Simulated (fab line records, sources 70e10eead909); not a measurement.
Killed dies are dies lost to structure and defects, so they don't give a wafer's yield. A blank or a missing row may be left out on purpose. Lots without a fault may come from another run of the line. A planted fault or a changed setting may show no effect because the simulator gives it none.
fab line records | flow nand_harc
record lots=24 wafers=72 last_day=25
route steps=1159 shown A_STAIRCASE@729 A_SGD_CUT@759 A_SLIT@791 A_CONTACT@842
lots that met no fault: from a run of the same line without faults
start_h: hours from the record's first day to the start of the lot's first wafer shown | wait_h: hours since the lot's step before | " the same as in the row above | L1.1+2: a row that stands for several wafers | - no value, or no start given | * or withheld: withheld | < > ~ a bound
route shown NAME@n: a module of which the file shows steps, and the number in the route of the first | usual: mean/standard deviation of fault-free wafers | same: alike in all rows | chamber/n: place in a boat | sites: the reading at each site | _std_site: their standard deviation | _edge_site: outer sites' mean less inner sites' | radius_mm: how far each site lies from the wafer's centre | mask NAME#n: copy n | behind: the tool/chamber that last shaped the wafer | hold: why the lot was held/for how many hours/how that ended | device: the transistor (n, p or np) that didn't switch | end of line: the same wafers' tests at the end of the route | a step without rows: its recipe alone | killed: dies lost to structure and defects at the first sort, not the wafer's yield | map: a wafer's dies, x killed, . not, _ none there
set.NAME: the setting as run; set.NAME@STEP: as run at that earlier step | model.NAME: the simulator's own value behind a step, which no gauge read
steps of the route over a sample of lots; a table a step, a row a wafer
services: from which hour (start_h, from the record's first day; less than 0 if before it) a tool's chamber was out of use, for how many hours, and why
## steps
# step NHARC_A_STAIRCASE_STRIP_446
# recipe power_w=1500 temp_c=250 chemistry=O2
# usual drypump_motor_current_A=5.7/0.39 heater_power_w=340/36
# columns lot.wafer tool chamber start_h wait_h drypump_motor_current_A heater_power_w rf_hours_counter_h
L074.2 plasma_asher-01 1 297.63 0.0 6.2 356 4
L074.1 " 0 " " 5.6 333 4
L074.6 " 0 " " 5.5 331 -
L076.1 plasma_asher-01 1 319.26 0.0 6.2 347 8
L076.3 " 0 " " 5.6 325 -
L076.6 " 1 " " 6.2 347 -
L075.2 plasma_asher-02 0 319.39 0.1 5.7 390 41
L075.4 " 1 " " 5.1 288 -
L075.5 " 1 " " 5.0 275 -
L077.2 plasma_asher-02 1 328.86 0.0 5.1 281 45
L077.4 " 0 " " 5.7 385 -
L077.6 " 0 " " 5.8 397 -
L079.1 plasma_asher-02 1 335.98 0.0 5.0 279 48
L079.3 " 0 " " 5.7 391 -
L079.6 " 0 " " 5.7 390 -
L078.2 plasma_asher-01 0 336.11 0.0 5.5 331 15
L078.1 " 1 " " 6.2 348 15
L078.4 " 0 " " 5.6 330 -
L081.2 plasma_asher-02 1 340.11 0.0 5.0 281 50
L081.4 " 0 " " 5.7 377 -
L081.5 " 1 " " 5.1 279 -
L084.2 plasma_asher-01 0 365.20 0.7 5.6 331 27
L084.1 " 1 " " 6.2 351 27
L084.6 " 1 " " 6.2 344 -
L080.1 plasma_asher-01 1 365.76 1.0 6.2 353 28
L080.6 " 1 " " 6.2 354 -
L080.5 " 0 " " 5.6 331 -
L083.2 plasma_asher-01 0 366.04 1.2 5.6 322 28
L083.4 " 0 " " 5.6 332 -
L083.3 " 1 " " 6.2 353 -
L085.1 plasma_asher-01 0 367.37 1.2 5.6 327 29
L085.6 " 0 " " 5.6 330 -
L085.5 " 1 " " 6.2 353 -
L082.1 plasma_asher-01 0 367.65 1.4 5.5 333 30
L082.3 " 0 " " 5.6 332 -
L082.4 " 1 " " 6.2 364 -
L087.2 plasma_asher-02 1 404.03 0.0 5.1 284 8
L087.4 " 1 " " 5.1 284 -
L087.3 " 0 " " 5.6 382 -
L088.1 plasma_asher-01 0 404.25 0.0 5.5 334 39
L088.4 " 0 " " 5.6 328 -
L088.3 " 1 " " 6.2 357 -
L091.1 plasma_asher-02 0 404.33 0.0 5.7 404 8
L091.3 " 1 " " 5.1 284 -
L091.5 " 0 " " 5.8 383 -
L089.2 plasma_asher-02 0 405.67 0.0 5.7 401 8
L089.4 " 1 " " 5.1 285 -
L089.6 " 1 " " 5.1 285 -
L086.1 plasma_asher-01 0 405.78 0.0 5.6 338 40
L086.2 " 1 " " 6.2 353 40
L086.4 " 1 " " 6.2 346 -
L090.1 plasma_asher-01 0 419.73 0.0 5.6 327 45
L090.2 " 1 " " 6.2 353 45
L090.4 " 1 " " 6.2 355 -
L092.2 plasma_asher-02 1 419.91 0.0 5.1 281 14
L092.4 " 1 " " 5.1 289 -
L092.5 " 1 " " 5.1 285 -
L096.1 plasma_asher-01 1 441.26 0.0 6.2 348 52
L096.6 " 1 " " 6.2 348 -
L096.5 " 0 " " 5.5 331 -
L093.2 plasma_asher-01 1 441.86 0.5 6.2 352 52
L093.3 " 0 " " 5.5 332 -
L093.5 " 1 " " 6.2 353 -
L094.1 plasma_asher-02 1 441.87 0.3 5.1 290 21
L094.3 " 0 " " 5.7 390 -
L094.5 " 1 " " 5.1 285 -
L097.2 plasma_asher-02 1 448.34 0.1 5.0 290 25
L097.4 " 1 " " 5.0 288 -
L097.5 " 0 " " 5.7 392 -
L095.1 plasma_asher-01 1 448.40 0.1 6.2 357 56
L095.4 " 1 " " 6.2 354 -
L095.6 " 0 " " 5.5 330 -
# step NHARC_A_SGD_CUT_OVL_MEAS_10
# usual overlay_x_nm=0.1/0.66 overlay_y_nm=-0.3/0.93
# columns lot.wafer tool chamber start_h wait_h overlay_x_nm overlay_y_nm
L074.1 overlay-02 - 301.51 - -0.7 0.2
L074.2 " - " " -0.1 0.6
L074.6 " - " " -0.7 0.2
L076.1 overlay-02 - 322.73 - 0.9 -0.4
L076.3 " - " " 1.2 0.0
L076.6 " - " " 1.2 0.3
L075.2 overlay-01 - 322.90 - 0.8 0.1
L075.4 " - " " 1.6 -0.3
L075.5 " - " " 1.3 0.0
L077.2 overlay-02 - 332.23 - 0.2 1.0
L077.4 " - " " -0.2 0.7
L077.6 " - " " -0.1 1.3
L079.1 overlay-01 - 339.61 - 0.1 -0.8
L079.3 " - " " 0.7 -0.3
L079.6 " - " " 0.3 -0.2
L078.1 overlay-02 - 339.81 - 0.4 0.8
L078.2 " - " " 0.5 1.3
L078.4 " - " " 1.0 1.3
L081.2 overlay-02 - 343.70 - -0.3 -0.6
L081.4 " - " " 0.1 -0.6
L081.5 " - " " -0.3 -0.7
L084.1 overlay-02 - 368.68 - 0.2 0.0
L084.2 " - " " 0.7 0.3
L084.6 " - " " 0.1 0.1
L080.1 overlay-01 - 369.12 - 0.6 -0.2
L080.5 " - " " 0.1 -0.7
L080.6 " - " " 1.0 -0.1
L083.2 overlay-01 - 369.41 - 0.4 -1.5
L083.3 " - " " 0.1 -1.5
L083.4 " - " " 0.4 -2.4
L085.1 overlay-01 - 370.74 - 0.3 0.9
L085.5 " - " " 0.1 0.4
L085.6 " - " " 0.4 0.6
L082.1 overlay-01 - 371.16 - -0.2 -0.7
L082.3 " - " " 0.2 -1.3
L082.4 " - " " -0.3 -1.1
L087.2 overlay-02 - 407.42 - 0.1 -1.4
L087.3 " - " " 0.0 -0.9
L087.4 " - " " 0.3 -0.4
L088.1 overlay-02 - 407.78 - 1.1 -0.3
L088.3 " - " " 0.4 0.0
L088.4 " - " " 0.7 -0.2
L091.1 overlay-01 - 407.93 - 0.8 -2.8
L091.3 " - " " 1.2 -2.4
L091.5 " - " " 0.8 -2.8
L089.2 overlay-01 - 409.16 - -0.2 -1.3
L089.4 " - " " 0.0 -1.1
L089.6 " - " " 0.0 -1.4
L086.1 overlay-02 - 409.33 - -1.5 0.5
L086.2 " - " " -1.3 1.0
L086.4 " - " " -1.2 0.8
L092.2 overlay-02 - 423.58 - -0.1 0.0
L092.4 " - " " -0.6 0.2
L092.5 " - " " -0.5 0.7
L090.1 overlay-02 - 423.78 - -0.8 -1.3
L090.2 " - " " -0.5 -0.7
L090.4 " - " " -1.3 -0.6
L096.1 overlay-02 - 444.86 - 0.8 -1.1
L096.5 " - " " 0.5 -0.6
L096.6 " - " " 1.3 -0.6
L094.1 overlay-02 - 445.41 - -0.5 0.4
L094.3 " - " " -0.6 0.4
L094.5 " - " " -0.4 0.9
L093.2 overlay-01 - 445.76 - -0.6 -0.1
L093.3 " - " " -0.4 -0.4
L093.5 " - " " 0.2 0.3
L097.2 overlay-01 - 451.98 - -0.2 1.1
L097.4 " - " " 0.0 0.0
L097.5 " - " " -0.8 0.7
L095.1 overlay-01 - 452.26 - -1.0 -1.5
L095.4 " - " " -0.7 -0.9
L095.6 " - " " -1.1 -0.6
# step NHARC_A_SLIT_OVL_MEAS_10
# usual overlay_x_nm=-0.1/0.78 overlay_y_nm=0.0/0.79
# columns lot.wafer tool chamber start_h wait_h overlay_x_nm overlay_y_nm
L074.1 overlay-02 - 321.61 - -1.5 1.1
L074.2 " - " " -0.9 1.6
L074.6 " - " " -1.4 1.3
L075.2 overlay-01 - 332.47 - 0.0 -0.1
L075.4 " - " " -0.5 -0.2
L075.5 " - " " -0.2 -0.1
L076.1 overlay-01 - 332.62 - -1.0 -0.8
L076.3 " - " " -0.9 -0.8
L076.6 " - " " -0.6 -0.8
L077.2 overlay-01 - 344.54 - 0.2 1.3
L077.4 " - " " 0.0 1.5
L077.6 " - " " -0.1 1.2
L078.1 overlay-01 - 355.18 - -0.5 0.0
L078.2 " - " " -0.4 -0.6
L078.4 " - " " -0.2 -0.9
L079.1 overlay-02 - 356.72 - 0.2 -0.6
L079.3 " - " " -0.3 -0.3
L079.6 " - " " -0.1 -0.6
L081.2 overlay-01 - 357.13 - 0.7 -0.5
L081.4 " - " " 0.3 -0.3
L081.5 " - " " 0.9 -0.1
L082.1 overlay-01 - 382.39 - -1.5 -0.2
L082.3 " - " " -0.8 -0.4
L082.4 " - " " -0.7 0.0
L084.1 overlay-02 - 382.63 - -0.4 0.0
L084.2 " - " " -0.5 0.3
L084.6 " - " " -0.4 0.3
L085.1 overlay-02 - 382.82 - -0.8 -0.7
L085.5 " - " " -0.8 -0.7
L085.6 " - " " -0.9 0.1
L083.2 overlay-02 - 384.49 - 0.0 -0.6
L083.3 " - " " 0.5 -0.7
L083.4 " - " " 0.8 -0.4
L080.1 overlay-01 - 384.64 - 1.0 -1.8
L080.5 " - " " 0.7 -1.3
L080.6 " - " " 0.4 -1.1
L091.1 overlay-01 - 423.60 - -0.1 0.9
L091.3 " - " " 0.1 0.9
L091.5 " - " " 0.1 0.7
L087.2 overlay-01 - 423.86 - -1.7 0.3
L087.3 " - " " -1.6 0.2
L087.4 " - " " -2.1 0.3
L088.1 overlay-02 - 424.14 - 0.7 -0.1
L088.3 " - " " 0.1 -0.4
L088.4 " - " " 0.2 -0.2
L086.1 overlay-01 - 425.24 - 0.1 -0.7
L086.2 " - " " 0.6 -0.7
L086.4 " - " " 0.1 -0.8
L089.2 overlay-02 - 425.48 - -1.4 -0.8
L089.4 " - " " -1.6 -1.0
L089.6 " - " " -1.7 -0.8
L092.2 overlay-02 - 435.07 - 0.5 1.2
L092.4 " - " " 1.4 0.9
L092.5 " - " " 0.6 1.3
L090.1 overlay-01 - 435.27 - -0.9 0.6
L090.2 " - " " -0.7 0.3
L090.4 " - " " -0.8 0.5
L096.1 overlay-01 - 456.15 - 0.1 -0.5
L096.5 " - " " 0.8 -0.1
L096.6 " - " " -0.2 0.1
L094.1 overlay-02 - 456.35 - -0.5 -0.8
L094.3 " - " " -0.2 -0.5
L094.5 " - " " -0.5 -0.1
L093.2 overlay-02 - 457.08 - 0.9 1.4
L093.3 " - " " 0.9 2.0
L093.5 " - " " 1.2 1.5
L097.2 overlay-01 - 461.86 - -0.2 0.4
L097.4 " - " " 0.2 0.1
L097.5 " - " " 0.4 0.0
L095.1 overlay-02 - 462.24 - 0.6 -0.1
L095.4 " - " " 0.5 -0.9
L095.6 " - " " 0.8 -0.4
# step NHARC_A_SLIT_ETCH_15
# recipe target_depth_a=32000 over_etch_frac=0.3 time_s=832 ion_energy_ev=150 o2_flow_sccm=400 cos_flow_sccm=20 ar_flow_sccm=0 rf_w=500 bias_w=300 chemistry=O2/COS
# usual drypump_motor_current_A=5.82/0.28 mfc_ar_sccm=0.010/0.011 oes_product_au=0.999/0.013 rf_vpp_V=314.4/2.2 showerhead_plenum_p_Torr=3.14/0.14 throttle_valve_pct=28.330/0.0094
# columns lot.wafer tool chamber start_h wait_h drypump_motor_current_A mfc_ar_sccm oes_product_au rf_hours_counter_h rf_vpp_V showerhead_plenum_p_Torr throttle_valve_pct
L074.1 rie_diel-09 0 - - 5.79 0.013 1.001 5 317.9 3.34 28.327
L074.2 " 1 " " 5.64 0.030 0.996 5 311.3 3.00 28.323
L074.6 " 1 " " 5.61 0.030 0.994 - 311.2 3.00 28.343
L075.2 rie_diel-07 2 - - 6.16 0.010 0.999 8 313.2 3.14 28.325
L075.4 " 1 " " 5.93 0.016 1.011 7 311.4 3.00 28.326
L075.5 " 2 " " 6.09 0.010 1.001 - 314.3 3.14 28.324
L076.3 rie_diel-07 1 - - 5.96 0.016 1.013 7 311.9 3.00 28.348
L076.1 " 2 " " 6.11 0.010 1.002 8 314.3 3.14 28.323
L076.6 " 3 " " 6.30 0.010 0.985 - 311.3 2.92 28.328
L077.4 rie_diel-09 3 - - 5.32 0.031 1.000 4 317.3 3.34 28.345
L077.2 " 1 " " 5.60 0.030 1.004 7 312.8 3.00 28.327
L077.6 " 2 " " 5.71 0.004 0.999 - 312.8 3.03 28.316
L078.1 rie_diel-01 3 - - 5.85 0 1.011 1 314.6 3.11 28.324
L078.2 " 0 " " 6.08 0 1.011 1 317.1 3.26 28.334
L078.4 " 1 " " 5.42 0 0.992 1 316.0 3.19 28.317
L079.1 rie_diel-01 3 - - 5.85 0 0.998 2 313.5 3.11 28.328
L079.3 " 0 " " 6.09 0 1.005 2 316.2 3.26 28.332
L079.6 " 0 " " 6.10 0 1.006 - 315.5 3.26 28.329
L081.2 rie_diel-09 2 - - 5.74 0.004 0.993 8 313.1 3.03 28.324
L081.4 " 3 " " 5.32 0.031 1.004 6 317.2 3.34 28.327
L081.5 " 2 " " 5.71 0.004 1.002 - 313.0 3.03 28.320
L082.3 rie_diel-07 2 - - 6.13 0.010 1.001 11 313.9 3.14 28.327
L082.4 " 3 " " 6.29 0.010 0.981 12 312.8 2.92 28.340
L082.1 " 0 " " 5.65 0 0.964 12 314.3 3.11 28.325
L084.2 rie_diel-01 0 - - 6.07 0 1.015 4 317.5 3.26 28.320
L084.1 " 1 " " 5.41 0 0.990 2 316.2 3.19 28.320
L084.6 " 3 " " 5.84 0 0.993 - 314.8 3.11 28.316
L085.1 rie_diel-09 3 - - 5.30 0.031 0.998 7 317.4 3.34 28.331
L085.5 " 2 " " 5.74 0.004 0.995 - 312.7 3.03 28.351
L085.6 " 3 " " 5.30 0.031 0.992 - 316.5 3.34 28.331
L083.3 rie_diel-07 0 - - 5.64 0 0.970 12 314.0 3.11 28.331
L083.2 " 1 " " 6.01 0.016 0.997 11 313.3 3.00 28.328
L083.4 " 2 " " 6.10 0.010 1.011 12 313.9 3.14 28.346
L080.1 rie_diel-09 0 - - 5.82 0.013 1.002 9 318.8 3.34 28.337
L080.6 " 2 " " 5.74 0.004 0.994 - 311.9 3.03 28.326
L080.5 " 3 " " 5.30 0.031 0.994 - 316.4 3.34 28.335
L091.3 rie_diel-09 3 - - 5.29 0.031 0.995 12 317.5 3.34 28.323
L091.1 " 1 " " 5.61 0.030 0.989 13 311.9 3.00 28.340
L091.5 " 3 " " 5.29 0.031 0.985 - 315.9 3.34 28.317
L087.2 rie_diel-01 3 - - 5.83 0 0.995 6 314.9 3.11 28.337
L087.4 " 0 " " 6.08 0 1.015 6 315.7 3.26 28.326
L087.3 " 2 " " 6.05 0 0.992 5 316.0 3.30 28.313
L088.1 rie_diel-09 1 - - 5.63 0.030 1.011 13 312.9 3.00 28.317
L088.3 " 2 " " 5.70 0.004 1.006 14 313.6 3.03 28.328
L088.4 " 0 " " 5.82 0.013 1.019 13 317.4 3.34 28.326
L086.2 rie_diel-01 1 - - 5.41 0 0.987 4 314.7 3.18 28.332
L086.4 " 2 " " 6.06 0 0.996 6 316.8 3.30 28.315
L086.1 " 3 " " 5.86 0 0.987 6 314.1 3.11 28.327
L089.2 rie_diel-07 2 - - 6.07 0.010 1.005 1 314.5 3.14 28.341
L089.4 " 1 " " 6.02 0.016 1.003 1 313.4 3.00 28.340
L089.6 " 2 " " 6.06 0.010 1.003 - 314.5 3.14 28.328
L090.1 rie_diel-01 2 - - 6.06 0 0.988 6 316.7 3.30 28.342
L090.4 " 3 " " 5.84 0 0.985 7 314.1 3.11 28.340
L090.2 " 0 " " 6.08 0 1.027 7 316.1 3.25 28.317
L092.2 rie_diel-07 0 435.55 0.2 5.64 0 0.972 2 314.4 3.11 28.339
L092.4 " 1 " " 5.99 0.016 0.997 - 312.0 3.00 28.328
L092.5 " 1 " " 5.99 0.016 1.019 - 313.4 3.00 28.326
L096.1 rie_diel-01 1 - - 5.39 0 0.987 6 315.8 3.18 28.341
L096.5 " 2 " " 6.06 0 0.988 - 315.0 3.29 28.353
L096.6 " 3 " " 5.84 0 0.997 - 312.7 3.11 28.322
L094.3 rie_diel-09 0 - - 5.81 0.013 1.001 1 318.0 3.34 28.327
L094.1 " 1 " " 5.64 0.030 1.010 1 312.3 2.99 28.323
L094.5 " 0 " " 5.83 0.013 1.010 - 317.8 3.34 28.344
L093.2 rie_diel-07 1 - - 5.95 0.016 0.993 3 313.0 3.00 28.328
L093.3 " 2 " " 6.09 0.010 1.010 3 314.0 3.14 28.341
L093.5 " 1 " " 5.95 0.016 0.990 - 312.1 2.99 28.351
L097.2 rie_diel-07 3 - - 6.28 0.010 1.034 3 311.0 2.92 28.330
L097.4 " 1 " " 5.95 0.016 1.003 4 312.4 3.00 28.324
L097.5 " 2 " " 6.04 0.010 1.010 - 313.8 3.14 28.322
L095.1 rie_diel-09 2 - - 5.70 0.004 0.976 1 313.7 3.03 28.339
L095.4 " 3 " " 5.33 0.031 1.016 2 315.4 3.34 28.332
L095.6 " 0 " " 5.83 0.013 1.012 - 315.8 3.34 28.325
# step NHARC_A_CONTACT_DEP_28
# recipe target_thk_a=36000 temp_c=400 material=aC
# usual susceptor_temp_C=400.01/0.23 throttle_valve_pct=34.999/0.0095
# columns lot.wafer tool chamber start_h wait_h susceptor_temp_C throttle_valve_pct
L074.1 acl_dep-02 0 367.81 7.2 400.04 35.010
L074.2 " 0 " " 400.05 34.985
L074.6 " 0 369.65 9.0 400.06 34.996
L075.2 acl_dep-03 0 378.21 4.0 399.79 34.990
L075.4 " 0 " " 400.18 35.007
L075.5 " 0 " " 399.99 34.999
L076.1 acl_dep-01 0 385.43 4.1 400.08 34.986
L076.3 " 0 " " 400.13 35.010
L076.6 " 0 387.26 5.9 399.93 35.015
L077.2 acl_dep-01 0 389.86 2.8 - 34.996
L077.4 " 0 " " - 34.989
L077.6 " 0 " " - 35.010
L081.2 acl_dep-02 0 398.08 1.3 400.37 35.000
L081.4 " 0 " " 400.59 35.003
L081.5 " 0 " " 400.44 34.988
L078.1 acl_dep-01 0 401.14 0.1 400.13 34.993
L078.2 " 0 " " 399.73 34.982
L078.4 " 0 " " 400.29 35.011
L079.1 acl_dep-02 0 403.10 1.2 399.86 35.000
L079.3 " 0 " " 399.76 34.990
L079.6 " 0 404.93 3.1 399.79 35.000
L082.1 acl_dep-03 0 427.38 0.1 399.85 34.975
L082.3 " 0 " " 399.80 35.006
L082.4 " 0 " " 399.91 34.992
L084.1 acl_dep-01 0 427.66 0.1 - 34.984
L084.2 " 0 " " - 35.000
L084.6 " 0 429.47 1.9 - 35.002
L080.1 acl_dep-02 0 434.77 0.1 399.99 34.990
L080.5 " 0 436.24 1.5 399.52 34.991
L080.6 " 0 " " 399.69 35.010
L085.1 acl_dep-01 0 440.23 0.1 400.07 35.005
L085.5 " 0 441.70 1.5 400.10 34.994
L085.6 " 0 " " 400.25 34.998
L083.2 acl_dep-03 0 440.48 0.4 400.32 34.987
L083.3 " 0 " " 400.39 34.994
L083.4 " 0 " " 400.30 34.998
L091.1 acl_dep-03 0 465.15 0.3 400.33 35.007
L091.3 " 0 " " 400.10 35.022
L091.5 " 0 " " 400.33 34.979
L087.2 acl_dep-03 0 467.88 0.4 - 34.993
L087.3 " 0 " " - 35.003
L087.4 " 0 " " - 35.000
L086.1 acl_dep-02 0 469.22 0.1 399.77 34.991
L086.2 " 0 " " 400.07 34.986
L086.4 " 0 " " 400.05 34.994
L088.1 acl_dep-02 0 471.86 0.1 400.33 34.994
L088.3 " 0 " " 399.95 34.997
L088.4 " 0 " " 400.01 35.000
L089.2 acl_dep-01 0 476.40 0.4 - 35.004
L089.4 " 0 " " - 34.995
L089.6 " 0 " " - 35.003
L090.1 acl_dep-02 0 487.51 5.2 - 34.997
L090.2 " 0 " " - 35.007
L090.4 " 0 " " - 35.004
L092.2 acl_dep-03 0 491.12 4.6 399.92 35.004
L092.4 " 0 " " 399.95 35.013
L092.5 " 0 " " 399.90 34.998
L094.1 acl_dep-02 0 497.57 0.1 - 34.988
L094.3 " 0 " " - 34.996
L094.5 " 0 " " - 34.987
L096.1 acl_dep-01 0 498.12 0.5 - 34.983
L096.5 " 0 499.57 1.9 - 35.004
L096.6 " 0 " " - 35.001
L093.2 acl_dep-01 0 503.78 1.1 - 34.987
L093.3 " 0 " " - 35.018
L093.5 " 0 " " - 34.987
L095.1 acl_dep-02 0 512.63 0.9 399.75 35.000
L095.4 " 0 513.73 2.1 399.64 35.012
L095.6 " 0 " " 399.80 35.001
L097.2 acl_dep-01 0 513.81 2.1 399.91 35.013
L097.4 " 0 " " 399.77 34.999
L097.5 " 0 " " 399.98 34.993
# step NHARC_A_CONTACT_ETCH_111
# recipe source_w=withheld pressure_mtorr=20 bias_v=withheld time_s=140 target_depth_a=7000 ar_flow_sccm=withheld c4f8_flow_sccm=withheld o2_flow_sccm=withheld chemistry=C4F8/O2/Ar
# columns lot.wafer tool chamber start_h wait_h rf_hours_counter_h
L074.2 har_cap_etch-01 1 372.10 - 52
L074.1 " 0 " " 52
L074.6 " 0 " " -
L075.2 har_cap_etch-02 1 382.30 - 8
L075.4 " 0 " " -
L075.5 " 1 " " -
L076.1 har_cap_etch-03 0 390.13 - 80
L076.3 " 1 " " -
L076.6 " 1 " " -
L077.2 har_cap_etch-02 1 393.87 - 11
L077.4 " 1 " " -
L077.6 " 0 " " -
L081.2 har_cap_etch-03 0 402.05 - 83
L081.4 " 0 " " -
L081.5 " 1 " " -
L078.1 har_cap_etch-03 1 405.85 - 84
L078.2 " 0 " " 84
L078.4 " 1 " " -
L079.1 har_cap_etch-01 0 407.55 - 62
L079.3 " 1 " " -
L079.6 " 1 " " -
L082.1 har_cap_etch-03 1 431.83 - 87
L082.3 " 0 " " -
L082.4 " 1 " " -
L084.1 har_cap_etch-01 1 431.91 - 65
L084.2 " 0 " " 65
L084.6 " 0 " " -
L080.1 har_cap_etch-01 0 439.21 - 67
L080.5 " 0 " " -
L080.6 " 1 " " -
L083.2 har_cap_etch-02 0 444.73 - 17
L083.4 " 1 " " -
L083.3 " 0 " " -
L085.1 har_cap_etch-03 0 445.17 - 90
L085.5 " 0 " " -
L085.6 " 1 " " -
L091.1 har_cap_etch-02 1 469.79 - 20
L091.3 " 0 " " -
L091.5 " 0 " " -
L087.2 har_cap_etch-01 1 471.98 - 71
L087.3 " 0 " " -
L087.4 " 1 " " -
L086.2 har_cap_etch-03 1 473.64 - 93
L086.1 " 0 " " 93
L086.4 " 0 " " -
L088.1 har_cap_etch-02 1 476.35 - 22
L088.3 " 0 " " -
L088.4 " 1 " " -
L089.2 har_cap_etch-02 1 480.41 - 23
L089.4 " 1 " " -
L089.6 " 1 " " -
L090.1 har_cap_etch-03 1 491.87 - 97
L090.2 " 0 " " 97
L090.4 " 0 " " -
L092.2 har_cap_etch-02 0 495.21 - 26
L092.4 " 0 " " -
L092.5 " 0 " " -
L094.1 har_cap_etch-03 0 502.35 - 99
L094.3 " 1 " " -
L094.5 " 1 " " -
L096.1 har_cap_etch-01 1 502.93 - 77
L096.5 " 0 " " -
L096.6 " 1 " " -
L093.2 har_cap_etch-01 1 507.82 - 79
L093.3 " 0 " " -
L093.5 " 0 " " -
L095.1 har_cap_etch-01 0 517.07 - 81
L095.4 " 1 " " -
L095.6 " 1 " " -
L097.2 har_cap_etch-03 1 518.04 - 102
L097.4 " 0 " " -
L097.5 " 0 " " -
## services
# columns tool chamber start_h hours kind
plasma_asher-01 - 276.17 9.0 pm
rie_diel-09 3 291.52 14.5 repair
acl_dep-01 - 296.11 13.0 pm
rie_diel-07 1 296.98 9.8 repair
har_cap_etch-02 - 305.46 17.0 pm
plasma_asher-01 - 308.77 3.8 repair
rie_diel-01 - 314.82 9.0 pm
rie_diel-09 3 334.52 5.4 repair
rie_diel-07 0 343.96 13.7 repair
acl_dep-02 - 350.51 13.0 pm
rie_diel-01 1 355.72 4.7 repair
plasma_asher-02 - 360.08 9.0 pm
rie_diel-07 - 405.20 9.0 pm
rie_diel-07 3 430.88 7.1 repair
rie_diel-09 - 431.10 9.0 pm
rie_diel-07 2 432.46 5.2 repair
rie_diel-07 3 451.75 2.3 repair
plasma_asher-01 - 453.17 9.0 pm
rie_diel-09 - 458.28 1.2 repair
acl_dep-01 - 478.22 13.0 pm
rie_diel-01 - 491.84 9.0 pm
rie_diel-07 - 497.73 1.3 repair
rie_diel-01 2 507.48 4.4 repair
rie_diel-07 1 512.92 2.5 repair
## key
fault none
